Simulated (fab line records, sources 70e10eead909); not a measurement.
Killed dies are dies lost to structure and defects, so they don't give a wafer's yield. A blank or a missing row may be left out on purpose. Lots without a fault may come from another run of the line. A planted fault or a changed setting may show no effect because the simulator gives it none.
fab line records | flow nand_harc
record lots=6 wafers=18 last_day=23
route steps=1159 shown A_M0@1005 A_M1@1026 END@1159
lots that met no fault: from a run of the same line without faults
start_h: hours from the record's first day to the start of the lot's first wafer shown | wait_h: hours since the lot's step before | " the same as in the row above | L1.1+2: a row that stands for several wafers | - no value, or no start given | * or withheld: withheld | < > ~ a bound
route shown NAME@n: a module of which the file shows steps, and the number in the route of the first | usual: mean/standard deviation of fault-free wafers | same: alike in all rows | chamber/n: place in a boat | sites: the reading at each site | _std_site: their standard deviation | _edge_site: outer sites' mean less inner sites' | radius_mm: how far each site lies from the wafer's centre | mask NAME#n: copy n | behind: the tool/chamber that last shaped the wafer | hold: why the lot was held/for how many hours/how that ended | device: the transistor (n, p or np) that didn't switch | end of line: the same wafers' tests at the end of the route | a step without rows: its recipe alone | killed: dies lost to structure and defects at the first sort, not the wafer's yield | map: a wafer's dies, x killed, . not, _ none there
set.NAME: the setting as run; set.NAME@STEP: as run at that earlier step | model.NAME: the simulator's own value behind a step, which no gauge read
lots at some steps of the route; a table a step, a row a wafer
services: from which hour (start_h, from the record's first day; less than 0 if before it) a tool's chamber was out of use, for how many hours, and why
## steps
# step NHARC_A_M0_OVL_MEAS_10
# recipe pitch_nm=160
# usual overlay_x_nm=-0.3/0.77 overlay_y_nm=0.0/0.9
# columns lot.wafer tool chamber start_h wait_h overlay_x_nm overlay_y_nm
L456.2 overlay-01 - 389.20 - -1.2 -1.2
L456.3 " - " " -1.3 -0.9
L456.4 " - " " -0.9 -1.1
L460.2 overlay-02 - 413.43 - -1.0 0.0
L460.3 " - " " -1.4 0.4
L460.4 " - " " -0.8 0.5
L465.3 overlay-02 - 458.96 - -0.2 0.3
L465.4 " - " " -0.6 -0.3
L465.5 " - " " -0.9 0.0
L468.3 overlay-02 - 471.85 - -0.4 2.2
L468.4 " - " " -0.1 1.7
L468.6 " - " " 1.0 1.2
L473.1 overlay-02 - 496.80 - -0.7 1.0
L473.2 " - " " -0.4 0.9
L473.3 " - " " -0.5 0.7
L472.2 overlay-01 - 505.53 - -1.4 -0.5
L472.4 " - " " -1.0 -0.3
L472.5 " - " " -1.3 -0.8
# step NHARC_A_M0_INSPECT_11
# usual raw_defect_count=30/13
# columns lot.wafer tool chamber start_h wait_h raw_defect_count
L456.2 defect_inspect-01 - 389.24 0.0 30
L456.3 " - " " 25
L456.4 " - " " 24
L460.2 defect_inspect-01 - 413.47 0.0 9
L460.3 " - " " 15
L460.4 " - " " 13
L465.3 defect_inspect-02 - 458.99 0.0 26
L465.4 " - " " 42
L465.5 " - " " 32
L468.3 defect_inspect-02 - 471.89 0.0 29
L468.4 " - " " 33
L468.6 " - " " 35
L473.1 defect_inspect-02 - 496.83 0.0 43
L473.2 " - " " 36
L473.3 " - " " 36
L472.2 defect_inspect-02 - 505.57 0.0 19
L472.4 " - " " 18
L472.5 " - " " 26
# step NHARC_A_M0_DESCUM_14
# recipe time_s=3 o2_flow_sccm=200 ar_flow_sccm=0 bias_power_w=0 chemistry=O2
# step NHARC_A_M0_ETCH_34
# recipe target_depth_a=400 overetch_a=120 time_s=43.94 ion_energy_ev=200 n2_flow_sccm=150 h2_flow_sccm=150 ar_flow_sccm=0 rf_w=400 bias_w=150 chemistry=N2/H2
# usual drypump_motor_current_A=5.6/0.45 oes_product_au=1.000/0.013 rf_vpp_V=430.4/2.8 showerhead_plenum_p_Torr=2.04/0.097 throttle_valve_pct=14.172/0.009
# columns lot.wafer tool chamber start_h wait_h drypump_motor_current_A oes_product_au rf_hours_counter_h rf_vpp_V showerhead_plenum_p_Torr throttle_valve_pct
L456.4 rie_diel-10 0 389.38 0.1 5.6 0.992 2.0 430.1 2.04 14.152
L456.2 " 1 " " 6.5 1.011 2.2 430.7 2.00 14.173
L456.3 " 2 " " 5.7 1.014 2.4 427.8 1.93 14.166
L460.3 rie_diel-03 3 413.62 0.1 5.3 0.996 1.2 432.0 2.17 14.183
L460.4 " 1 " " 6.1 1.002 1.4 427.4 1.93 14.166
L460.2 " 2 " " 5.9 1.009 1.4 432.8 2.14 14.175
L465.3 rie_diel-03 3 459.15 0.1 5.3 1.022 5.4 434.3 2.17 14.171
L465.4 " 0 " " 5.6 0.992 5.4 426.9 1.89 14.174
L465.5 " 2 " " 5.9 1.013 - 433.5 2.14 14.161
L468.3 rie_diel-03 1 472.03 0.1 6.1 0.982 6.1 427.0 1.93 14.183
L468.4 " 2 " " 5.9 1.011 6.0 434.4 2.14 14.175
L468.6 " 2 " " 5.9 1.016 - 433.3 2.14 14.171
L473.1 rie_diel-03 0 496.98 0.1 5.6 0.982 8.1 426.8 1.89 14.184
L473.3 " 1 " " 6.1 1.000 7.7 425.6 1.92 14.172
L473.2 " 2 " " 5.9 1.010 8.1 431.8 2.14 14.177
L472.2 rie_diel-12 0 505.72 0.1 4.9 1.008 6.9 432.7 2.12 14.181
L472.4 " 1 " " 4.9 0.987 6.7 429.7 2.02 14.181
L472.5 " 3 " " 5.7 0.993 - 431.8 2.09 14.172
# step NHARC_A_M0_ETCH_15
# recipe target_depth_a=1500 overetch_a=150 time_s=82.5 c4f8_flow_sccm=withheld ar_flow_sccm=400 rf_w=600 bias_w=300 chemistry=C4F8/Ar
# step NHARC_A_M0_CD_MEAS_16
# usual cd_nm=80.0/1.1
# columns lot.wafer tool chamber start_h wait_h cd_nm
L456.2 cd_sem-02 - 389.60 - 80.0
L456.3 " - " " 80.8
L456.4 " - " " 80.0
L460.2 cd_sem-03 - 413.83 - 79.7
L460.3 " - " " 79.5
L460.4 " - " " 80.8
L465.3 cd_sem-01 - 459.36 - 80.3
L465.4 " - " " 79.9
L465.5 " - " " 80.0
L468.3 cd_sem-02 - 472.25 - 80.3
L468.4 " - " " 80.5
L468.6 " - " " 80.1
L473.1 cd_sem-03 - 497.19 - 80.5
L473.2 " - " " 79.2
L473.3 " - " " 80.4
L472.2 cd_sem-02 - 505.93 - 78.6
L472.4 " - " " 79.6
L472.5 " - " " 79.9
# step NHARC_A_M0_STRIP_18
# recipe power_w=1000 n2_flow_sccm=150 h2_flow_sccm=150 ar_flow_sccm=0 bias_w=0 chemistry=N2/H2
# step NHARC_A_M0_STRIP_19
# recipe time_s=600 temp_c=30 chemistry=post_etch_residue_remover
# step NHARC_A_M0_DEGAS_28
# recipe temp_c=250 time_s=60
# step NHARC_A_M0_PRE_CLEAN_29
# recipe time_s=30 temp_c=280 gas=H2/He
# step NHARC_A_M0_PVD_20
# recipe target_thk_a=50 bias_v=168.6 power_w=15000 chamber_pressure_pa=0.12 time_s=8.06 substrate_temp_c=50 material=TaN
# step NHARC_A_M0_PVD_21
# recipe target_thk_a=300 chamber_pressure_pa=5 power_w=5000 substrate_temp_c=30 time_s=20.49 material=Cu
# step NHARC_A_M0_ECD_22
# recipe target_thk_a=4000 bath_temp_c=25 material=Cu
# usual bath_heat_duty_pct=6.1/0.78
# columns lot.wafer tool chamber start_h wait_h bath_heat_duty_pct
L456.2 ecd_cu-01 1 390.64 - 7.1
L456.3 " 0 " " 4.2
L456.4 " 1 " " 6.3
L460.2 ecd_cu-01 1 414.80 - 6.1
L460.4 " 1 " " 7.4
L460.3 " 0 " " 5.5
L465.3 ecd_cu-01 0 460.44 - 4.9
L465.4 " 1 " " 7.7
L465.5 " 0 " " 5.3
L468.3 ecd_cu-01 0 473.51 - 4.9
L468.4 " 1 " " 6.1
L468.6 " 0 " " 4.5
L473.2 ecd_cu-02 0 498.17 - 5.9
L473.1 " 1 " " 6.4
L473.3 " 1 " " 6.2
L472.2 ecd_cu-02 0 506.96 - 5.8
L472.4 " 0 " " 6.9
L472.5 " 1 " " 5.9
# step NHARC_A_M0_ANNEAL_30
# recipe temp_c=225 time_s=90
# step NHARC_A_M0_CMP_23
# recipe t_overpolish_s=20 target_thk_nm=113.75
# step NHARC_A_M0_THK_MEAS_24
# recipe thk_meas_gauge=xrf
# usual thk_nm=113.4/1.8
# columns lot.wafer tool chamber start_h wait_h thk_nm
L456.2 film_metro-02 - 391.62 - 113.0
L456.3 " - " " 112.1
L456.4 " - " " 113.6
L460.2 film_metro-01 - 416.20 - 111.4
L460.3 " - " " 112.3
L460.4 " - " " 115.0
L465.3 film_metro-02 - 461.38 - 116.8
L465.4 " - " " 114.5
L465.5 " - " " 114.0
L468.3 film_metro-01 - 474.54 - 115.5
L468.4 " - " " 110.5
L468.6 " - " " 113.8
L473.1 film_metro-01 - 499.20 - 111.9
L473.2 " - " " 113.2
L473.3 " - " " 111.0
L472.2 film_metro-01 - 508.01 - 112.2
L472.4 " - " " 115.3
L472.5 " - " " 114.9
# step NHARC_A_M0_SRD_25
# step NHARC_A_M0_PRE_CLEAN_31
# recipe time_s=12 temp_c=370 rf_power_w=300 gas=NH3
# step NHARC_A_M0_DEP_32
# recipe target_thk_a=300 temp_c=370 target_thk_nm=30 pressure_torr=3 flow_sccm=200 rf_w=450 material=SiCN
# step NHARC_A_M1_DEP_00
# recipe target_thk_a=1825 target_thk_nm=182.5 temp_c=withheld pressure_torr=5 flow_sccm=200 rf_w=600 material=SiOC
# step NHARC_A_M1_DEHYDRATE_01
# recipe temp_c=150 time_s=120
# step NHARC_A_M1_HMDS_02
# recipe time_s=30
# step NHARC_A_M1_COAT_34
# recipe temp_c=200 time_s=65
# step NHARC_A_M1_COAT_03
# recipe spin_rpm=1500 resist_thk_nm=90
# step NHARC_A_M1_SOFTBAKE_04
# recipe temp_c=105 time_s=55
# step NHARC_A_M1_EBR_05
# step NHARC_A_M1_EXPOSE_06
# recipe na=1.35 target_cd_nm=120 dose_mj=75.13 mask_id=A_M1
# step NHARC_A_M1_PEB_07
# recipe peb_temp_c=100 peb_time_s=65
# step NHARC_A_M1_DEVELOP_08
# recipe develop_time_s=35 dev_temp_c=23
# step NHARC_A_M1_CD_MEAS_09
# recipe target_cd_nm=120 landing_energy_ev=500
# usual cd_nm=120.5/0.76
# same landing_energy_ev=500
# columns lot.wafer tool chamber start_h wait_h cd_nm
L456.2 cd_sem-01 0 393.04 - 119.7
L456.3 " 0 " " 119.3
L456.4 " 0 " " 120.2
L460.2 cd_sem-02 0 417.70 - 120.8
L460.3 " 0 " " 120.8
L460.4 " 0 " " 120.0
L465.3 cd_sem-01 0 462.94 - 121.9
L465.4 " 0 " " 121.3
L465.5 " 0 " " 121.6
L468.3 cd_sem-03 0 476.90 - 120.4
L468.4 " 0 " " 120.2
L468.6 " 0 " " 120.2
L473.1 cd_sem-01 0 500.73 - 120.8
L473.2 " 0 " " 121.8
L473.3 " 0 " " 120.9
L472.2 cd_sem-03 0 509.57 - 118.2
L472.4 " 0 " " 119.6
L472.5 " 0 " " 119.7
# step NHARC_A_M1_OVL_MEAS_10
# recipe pitch_nm=240
# usual overlay_x_nm=-0.1/0.82 overlay_y_nm=-0.1/0.9
# columns lot.wafer tool chamber start_h wait_h overlay_x_nm overlay_y_nm
L456.2 overlay-02 - 393.13 - 0.1 -1.1
L456.3 " - " " -0.2 -1.1
L456.4 " - " " 0.4 -0.4
L460.2 overlay-01 - 417.79 - 1.1 1.1
L460.3 " - " " 1.4 1.1
L460.4 " - " " 0.7 1.3
L465.3 overlay-01 - 463.02 - -0.4 -1.1
L465.4 " - " " -0.9 -1.0
L465.5 " - " " -0.5 -0.6
L468.3 overlay-01 - 476.98 - 1.1 0.8
L468.4 " - " " 0.7 1.1
L468.6 " - " " 0.9 0.6
L473.1 overlay-02 - 500.82 - 1.4 0.0
L473.2 " - " " 1.2 -0.2
L473.3 " - " " 1.0 -0.3
L472.2 overlay-02 - 509.65 - 0.5 -1.8
L472.4 " - " " 0.6 -1.4
L472.5 " - " " -0.1 -1.5
# step NHARC_A_M1_DESCUM_14
# recipe time_s=3 o2_flow_sccm=200 ar_flow_sccm=0 bias_power_w=0 chemistry=O2
# step NHARC_A_M1_ETCH_35
# recipe target_depth_a=400 overetch_a=120 time_s=43.94 ion_energy_ev=200 n2_flow_sccm=150 h2_flow_sccm=150 ar_flow_sccm=0 rf_w=400 bias_w=150 chemistry=N2/H2
# usual drypump_motor_current_A=5.8/0.38 oes_product_au=0.998/0.012 rf_vpp_V=431.7/1.9 showerhead_plenum_p_Torr=2.08/0.06 throttle_valve_pct=14.170/0.0096
# columns lot.wafer tool chamber start_h wait_h drypump_motor_current_A oes_product_au rf_hours_counter_h rf_vpp_V showerhead_plenum_p_Torr throttle_valve_pct
L456.2 rie_diel-02 0 393.31 0.1 5.5 1.005 3 429.3 2.05 14.152
L456.4 " 2 " " 6.1 1.004 2 430.9 2.13 14.170
L456.3 " 3 " " 6.0 1.002 3 428.5 1.99 14.178
L460.2 rie_diel-06 0 417.97 0.1 5.8 0.993 4 432.4 2.11 14.187
L460.4 " 1 " " 6.3 1.001 4 428.6 2.01 14.173
L460.3 " 3 " " 6.0 1.002 4 434.0 2.18 14.171
L465.4 rie_diel-06 2 463.20 0.1 5.3 0.983 1 432.2 2.10 14.174
L465.3 " 0 " " 5.8 0.988 1 432.1 2.11 14.161
L465.5 " 2 " " 5.3 0.987 - 430.8 2.10 14.168
L468.4 rie_diel-06 2 477.18 0.1 5.4 0.982 1 432.8 2.10 14.161
L468.3 " 3 " " 6.1 0.987 1 434.0 2.18 14.162
L468.6 " 0 " " 5.8 0.997 - 433.1 2.11 14.197
L473.2 rie_diel-06 3 501.00 0.1 6.0 1.000 2 434.1 2.18 14.173
L473.1 " 0 " " 5.8 1.006 1 431.1 2.11 14.140
L473.3 " 2 " " 5.3 0.997 2 431.2 2.10 14.162
L472.4 rie_diel-08 1 509.85 0.1 5.7 1.000 2 428.8 2.01 14.172
L472.2 " 2 " " 5.8 0.982 3 430.0 2.04 14.159
L472.5 " 0 " " 5.1 0.974 - 430.1 2.08 14.164
# step NHARC_A_M1_ETCH_15
# recipe target_depth_a=1825 time_s=91.2 c4f8_flow_sccm=withheld ar_flow_sccm=400 rf_w=600 bias_w=300 chemistry=C4F8/Ar
# usual oes_product_au=0.947/0.024 rf_vpp_V=442.2/1.8
# columns lot.wafer tool chamber start_h wait_h oes_product_au rf_hours_counter_h rf_vpp_V
L456.2 rie_diel-02 1 - - 0.945 2 442.3
L456.4 " 2 " " 0.967 2 442.2
L456.3 " 3 " " 0.968 3 437.9
L460.4 rie_diel-06 3 - - 0.925 4 445.6
L460.2 " 0 " " 0.910 4 443.5
L460.3 " 1 " " 0.919 4 439.8
L465.4 rie_diel-06 0 - - 0.979 1 441.6
L465.3 " 1 " " 0.983 1 439.7
L465.5 " 0 " " 0.972 - 443.1
L468.3 rie_diel-06 1 - - 0.922 1 440.7
L468.4 " 3 " " 0.916 1 445.2
L468.6 " 1 " " 0.918 - 440.7
L473.3 rie_diel-06 2 - - 0.918 2 443.7
L473.2 " 3 " " 0.928 2 446.0
L473.1 " 0 " " 0.925 1 442.4
L472.2 rie_diel-08 3 - - 0.981 2 445.0
L472.4 " 2 " " 0.956 3 441.2
L472.5 " 3 " " 0.994 - 442.4
# step NHARC_A_M1_CD_MEAS_16
# usual cd_nm=119.9/1
# columns lot.wafer tool chamber start_h wait_h cd_nm
L456.2 cd_sem-03 - 393.53 - 118.5
L456.3 " - " " 119.5
L456.4 " - " " 119.6
L460.2 cd_sem-01 - 418.19 - 121.8
L460.3 " - " " 121.1
L460.4 " - " " 118.6
L465.3 cd_sem-03 - 463.46 - 122.0
L465.4 " - " " 119.7
L465.5 " - " " 120.5
L468.3 cd_sem-03 - 477.39 - 120.1
L468.4 " - " " 118.8
L468.6 " - " " 119.7
L473.1 cd_sem-02 - 501.22 - 119.9
L473.2 " - " " 120.6
L473.3 " - " " 120.3
L472.2 cd_sem-01 - 510.06 - 117.5
L472.4 " - " " 120.0
L472.5 " - " " 118.5
# step NHARC_A_M1_STRIP_18
# recipe power_w=1000 n2_flow_sccm=150 h2_flow_sccm=150 ar_flow_sccm=0 bias_w=0 chemistry=N2/H2
# usual drypump_motor_current_A=5.7/0.41 oes_product_au=0.997/0.013 power_w=1000.6/2.8 rf_vpp_V=90.8/0.89 showerhead_plenum_p_Torr=2.07/0.057 throttle_valve_pct=14.171/0.0086
# columns lot.wafer tool chamber start_h wait_h drypump_motor_current_A oes_product_au power_w rf_hours_counter_h rf_vpp_V showerhead_plenum_p_Torr throttle_valve_pct
L456.4 rie_diel-06 3 393.63 0.1 6.0 0.989 1001.9 3 90.1 2.18 14.174
L456.3 " 0 " " 5.8 0.975 999.7 3 91.8 2.11 14.171
L456.2 " 1 " " 6.2 1.003 1003.7 3 89.7 2.01 14.167
L460.2 rie_diel-08 1 418.26 0.1 5.7 1.015 1002.3 6 92.0 2.01 14.172
L460.3 " 2 " " 5.8 0.989 997.5 7 90.9 2.04 14.180
L460.4 " 0 " " 5.1 0.979 1004.0 8 89.9 2.08 14.180
L465.4 rie_diel-08 2 463.55 0.1 5.8 0.992 1000.6 10 90.5 2.04 14.181
L465.3 " 0 " " 5.1 0.969 1001.9 10 90.4 2.08 14.170
L465.5 " 1 " " 5.7 1.009 1001.7 - 91.0 2.01 14.194
L468.3 rie_diel-06 2 477.46 0.1 5.3 0.990 996.8 1 90.8 2.10 14.167
L468.4 " 0 " " 5.8 0.997 1003.9 1 91.0 2.11 14.179
L468.6 " 2 " " 5.3 0.995 996.1 - 91.3 2.10 14.192
L473.2 rie_diel-02 1 501.32 0.1 6.2 0.992 1003.4 12 92.0 2.11 14.183
L473.3 " 2 " " 6.1 1.000 997.1 11 91.6 2.13 14.190
L473.1 " 3 " " 6.0 1.006 1003.8 12 91.8 1.99 14.166
L472.4 rie_diel-08 3 510.13 0.1 5.0 1.017 995.7 2 92.6 2.14 14.176
L472.2 " 2 " " 5.8 0.980 996.5 3 90.2 2.04 14.189
L472.5 " 0 " " 5.1 0.974 995.2 - 91.4 2.08 14.162
# step NHARC_A_M1_ETCH_28
# recipe target_depth_a=300 over_etch_frac=0.3 time_s=72.99 ion_energy_ev=150 cf4_flow_sccm=50 n2_flow_sccm=100 ar_flow_sccm=150 rf_w=300 bias_w=100 chemistry=CF4/N2
# step NHARC_A_M1_STRIP_19
# recipe time_s=600 temp_c=30 chemistry=post_etch_residue_remover
# step NHARC_A_M1_DEGAS_29
# recipe temp_c=250 time_s=60
# usual heater_power_w=339/24
# columns lot.wafer tool chamber start_h wait_h heater_power_w
L456.4 pvd_sputter-03 - 394.24 - 370
L456.3 " - " " 355
L456.2 " - " " 396
L460.3 pvd_sputter-02 - 418.90 - 342
L460.2 " - " " 300
L460.4 " - " " 322
L465.4 pvd_sputter-02 - 464.17 - 310
L465.3 " - " " 341
L465.5 " - " " 333
L468.3 pvd_sputter-03 - 478.11 - 378
L468.4 " - " " 368
L468.6 " - " " 375
L473.2 pvd_sputter-02 - 501.93 - 337
L473.1 " - " " 316
L473.3 " - " " 318
L472.2 pvd_sputter-03 - 510.80 - 374
L472.4 " - " " 368
L472.5 " - " " 359
# step NHARC_END_SORT_01
# recipe temp_c=25
# usual defect_limited_yield=95.3/1.5 killed_at_array=28/10 killed_at_other=0.6/1.1 killed_at_periphery=3.6/2.6 killed_dies=32/10 killed_open=3.3/1.8 killed_short=1.9/1.4 sort_bin_2_pct=1.5/0.61 sort_bin_3_pct=0.27/0.2 sort_bin_4_pct=3.0/1 sort_n_pass=645/10 sort_rim_yield_pct=97.3/1.9 sort_yield_pct=95.3/1.5
# same gross_dies=677 sort_bin_5_pct[%]=0 sort_bin_6_pct[%]=0 sort_bin_7_pct[%]=0 sort_bin_8_pct[%]=0 sort_rim_n_gross=106.00
# columns lot.wafer tool chamber start_h wait_h defect_limited_yield[%] killed_at_array killed_at_other killed_at_periphery killed_dies killed_open killed_short sort_bin_2_pct[%] sort_bin_3_pct[%] sort_bin_4_pct[%] sort_n_pass sort_rim_yield_pct[%] sort_yield_pct[%]
L456.2 prober-02 0 429.44 2.8 95.6 24 2 4 30 2 4 1.2 0.59 2.7 647 99.1 95.6
L456.3 prober-02 0 430.24 3.1 95.1 24 1 8 33 5 3 1.3 0.30 3.2 644 98.1 95.1
L456.4 prober-02 0 431.05 3.4 96.5 21 1 2 24 2 1 0.7 0 2.8 653 97.2 96.5
L465.3 prober-01 0 506.91 3.1 23.2 516 0 4 520 2 0 31.2 8.57 37.1 157 31.1 23.2
L465.4 prober-01 0 507.71 3.4 23.9 512 1 2 515 3 1 33.7 7.83 34.6 162 25.5 23.9
L465.5 prober-01 0 508.52 3.7 19.8 541 0 2 543 2 0 32.1 8.86 39.3 134 19.8 19.8
L468.3 prober-02 0 515.35 3.1 20.2 537 1 2 540 2 0 33.1 6.79 39.9 137 17.0 20.2
L468.4 prober-02 0 516.16 3.4 23.3 516 0 3 519 0 0 33.8 6.20 36.6 158 25.5 23.3
L468.6 prober-02 0 517.77 4.0 23.5 516 0 2 518 1 1 33.7 5.91 36.9 159 28.3 23.5
L473.1 prober-01 0 542.17 2.5 93.9 38 0 3 41 2 3 2.4 0.15 3.5 636 98.1 93.9
# killed by level:class
L456.2 A_CHANNEL_HOLE_D1:chamber_film_flake=12 A_SLIT:chamber_film_flake=3 A_CONTACT:chamber_film_flake=3 A_ONON_D1:geometric_particle:short=2 A_STAIRCASE:chamber_film_flake=2 THIN_TSV:chamber_film_flake=2 P_CONTACT:geometric_particle:open=1 P_M1:geometric_particle:short=1
L456.3 A_CHANNEL_HOLE_D1:chamber_film_flake=9 A_CONTACT:chamber_film_flake=5 A_SLIT:chamber_film_flake=3 P_CONTACT:geometric_particle:open=2 P_STI:chamber_film_flake=2 P_GATE:chamber_film_flake=2 A_ONON_D1:geometric_particle:short=1 A_CHANNEL_FILL_D1:geometric_particle:short=1
L456.4 A_CHANNEL_HOLE_D1:chamber_film_flake=11 A_SLIT:chamber_film_flake=7 P_CONTACT:geometric_particle:short=1 A_CHANNEL_FILL_D1:geometric_particle:open=1 A_BLC:geometric_particle:open=1 P_STI:chamber_film_flake=1 A_STAIRCASE:chamber_film_flake=1 THIN_TSV:chamber_film_flake=1
L465.3 A_M0:unspecified=501 A_CHANNEL_HOLE_D1:chamber_film_flake=7 A_SLIT:chamber_film_flake=5 P_STI:chamber_film_flake=2 P_GATE:geometric_particle:open=1 A_CONTACT:geometric_particle:open=1 P_M1:chamber_film_flake=1 A_STAIRCASE:chamber_film_flake=1
L465.4 A_M0:unspecified=487 A_CHANNEL_HOLE_D1:chamber_film_flake=11 A_SLIT:chamber_film_flake=5 A_ZERO_WELL:chamber_film_flake=2 A_CHANNEL_FILL_D1:geometric_particle:open=1 A_WL_FILL:geometric_particle:short=1 A_CONTACT:geometric_particle:open=1 A_BLC:geometric_particle:open=1
L465.5 A_M0:unspecified=522 A_CHANNEL_HOLE_D1:chamber_film_flake=10 A_SLIT:chamber_film_flake=6 P_STI:chamber_film_flake=2 A_CHANNEL_FILL_D1:geometric_particle:open=1 A_M0:geometric_particle:open=1 A_CHANNEL_FILL_D1:chamber_film_flake=1
L468.3 A_M0:unspecified=521 A_CHANNEL_HOLE_D1:chamber_film_flake=12 P_GATE:chamber_film_flake=2 A_STAIRCASE:chamber_film_flake=2 A_WL_FILL:geometric_particle:open=1 A_M0:geometric_particle:open=1 THIN_TSV:chamber_film_flake=1
L468.4 A_M0:unspecified=499 A_CHANNEL_HOLE_D1:chamber_film_flake=12 P_GATE:chamber_film_flake=3 A_CHANNEL_FILL_D1:chamber_film_flake=2 A_CONTACT:chamber_film_flake=2 A_ZERO_WELL:chamber_film_flake=1
L468.6 A_M0:unspecified=502 A_CHANNEL_HOLE_D1:chamber_film_flake=11 P_CONTACT:geometric_particle:short=1 A_CONTACT:geometric_particle:open=1 P_BONDPAD:chamber_film_flake=1 A_CHANNEL_FILL_D1:chamber_film_flake=1 A_CONTACT:chamber_film_flake=1
L473.1 A_SLIT:chamber_film_flake=17 A_STAIRCASE:chamber_film_flake=7 A_CONTACT:chamber_film_flake=6 P_GATE:chamber_film_flake=2 A_ONON_D1:geometric_particle:short=1 A_CHANNEL_FILL_D1:geometric_particle:short=1 A_CHANNEL_FILL_D1:geometric_particle:open=1 A_WL_FILL:geometric_particle:short=1
# map L465.5 (x killed, . not)
____________x____________
_________xxxxxxx_________
_______xx.xxxxxxxx_______
______.xxxx.x.xx...______
_____.xxxxxxxxx.xxxx_____
____x.xxxxxxx..x.xxxx____
____.x.xxxxxxxxxxxxxx____
___x.x.x..xxx..xxxxx.x___
___xx.xxxxxx..xxxxxxxx___
__xxxxxxxx.xx.xxx.x.xxx__
__xx.x.x.xxxx.xxxxxx.xx__
_xxxxxxxxxxxxx..xxxx...x_
_xxx.xxxxxx.xxxxxxxx..xx_
_xxxx.x.xxxx.xxxxxxxxxxx_
_xx.xxx..xxxxxx.xxxxxxxx_
_xxxxx.xxxxxxxx..xxxxx.x_
xx.x.xxx.x.xxxxxxxxxxxxx.
x.xxxxx.x.xxx...xxxxx.xxx
xxxxxx.xxxxx.xxxxxx.xxx.x
xx.xxxxxxx.xxxxxxxxxxxxxx
xxx.x.xxxxx..xxxxxxxx.x..
_xxxxxxxx.x..x.xxxxxxxxx_
_.xxxx.xxx.xxxxxxx.xxx.._
_..x..xxx.xxxxxx.x.xxx.x_
_.xx.xxxx.xxxxx.xxxxxxxx_
_xxx..x.xxxxx.xx.xxx.x.x_
__xxxxxxxxxx.xxxxxxxxxx__
__xxxxxxxxxxx.xxxx.xxxx__
___xxxxx.xxxx.x...xxxx___
___xx.xxxxxxxxxxxxxxxx___
____x.xxxxxxx..xxxxxx____
____x.xxxx.xxxxxx.xxx____
_____.xx.xx.xx.xxxxx_____
______xx.xxxxxx...x______
_______xxxxxxxxx.x_______
_________xxxx..x_________
____________x____________
# map L468.3 (x killed, . not)
____________x____________
_________.xxx.x._________
_______xxxxxxxxx.x_______
______xx.xx.x.x.xxx______
_____x.xxx.xxxxxxxxx_____
____xxxxxxx.xxxx..xxx____
____xx..xxx.xx.xxxxxx____
___xxx.x.xxxxxxxxxx.xx___
___xxxx.xxx.x..xxxxx.x___
__xx.xxxxx.xxxxxx.xxx.x__
__xx.xxxxx.xx..xxxxxxxx__
_xxxxxxxxx.xxxxxxx.xxxxx_
_x.xxxxxxxxxxxxxx.xx.xxx_
_xxxx.xxx...x.xxx.xxx.xx_
_.xxxx.x.xxxx.xxx.xxxx.x_
_.xxxx.xxxxxxx.x..x.xxx._
.x.xxxxxx..xx.xx.x.xxxx.x
xxxxxxx.x.xxxx..xxxxxxxxx
.xxxxxxxxxxx.xxxx.xxxxxxx
xxxxxxxxxxxxxxxx.xxxx.xxx
xx.xxxxxxxxxxxxxxxxxx.xxx
_xxxx.x.x.xx.xxx.xxxx.xx_
_.xxxxxxxxxxxx.x.xxx.xxx_
_xxxxxx.xxxxxx..xxxxxxxx_
_xxxxxxxxxx.xxxxxxx.xxxx_
_xxx.xxxxx.x..x.xxx.xxx._
__xxxx.xxx.xx.xxxxxxx.x__
__xxxxx.xxxxxxxxxxxxx.x__
___xx.x.xxx...x..xxxx.___
___xxx.xxxxxxxxx...xxx___
____xxxxx..xxx.xx.x..____
____.xxx..xxx.xx.x.xx____
_____xxx.xxxxxxxxxxx_____
______xxx.xx.xxxxxx______
_______xxx.x.xx.xx_______
_________xxx..xx_________
____________x____________
## services
# columns tool chamber start_h hours kind
rie_diel-06 0 372.70 - clean
rie_diel-06 1 372.70 - clean
rie_diel-06 2 372.70 - clean
rie_diel-06 3 372.70 - clean
rie_diel-08 1 374.74 5.0 repair
rie_diel-12 - 379.47 9.0 pm
rie_diel-10 1 391.33 5.2 repair
pvd_sputter-02 - 392.06 10.0 pm
rie_diel-03 - 392.30 9.0 pm
rie_diel-06 0 397.20 - clean
rie_diel-06 1 397.20 - clean
rie_diel-06 2 397.20 - clean
rie_diel-06 3 397.20 - clean
rie_diel-06 - 418.20 9.0 pm
ecd_cu-01 - 431.44 3.3 repair
rie_diel-12 - 433.03 2.9 repair
ecd_cu-01 - 448.13 8.0 pm
rie_diel-08 0 451.13 4.8 repair
pvd_sputter-03 - 458.02 10.0 pm
rie_diel-06 0 478.18 7.4 repair
rie_diel-08 - 478.80 9.0 pm
rie_diel-03 1 500.00 7.3 repair
rie_diel-06 2 503.02 16.0 repair
rie_diel-02 - 505.14 9.0 pm
## key
first_sign step=NHARC_END_SORT_01 reading=killed_at_array direction=up sigmas=49 usual=28 struck=523
effect step=NHARC_END_SORT_01 reading=killed_dies direction=up sigmas=48 usual=32 struck=526
more_kills_born_at NHARC_A_M0_ECD_22@ecd_cu-01=3032
met_at NHARC_A_M0_ECD_22
struck_wafers L465.3,L465.4,L465.5,L468.3,L468.4,L468.6
onset_between 414.80 460.44
fault kind=chamber_particle_source tool=ecd_cu-01 chamber=- onset_h=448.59 steps=NHARC_A_M0_ECD_22 rate_per_visit_cm2=1.6766 end_h=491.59
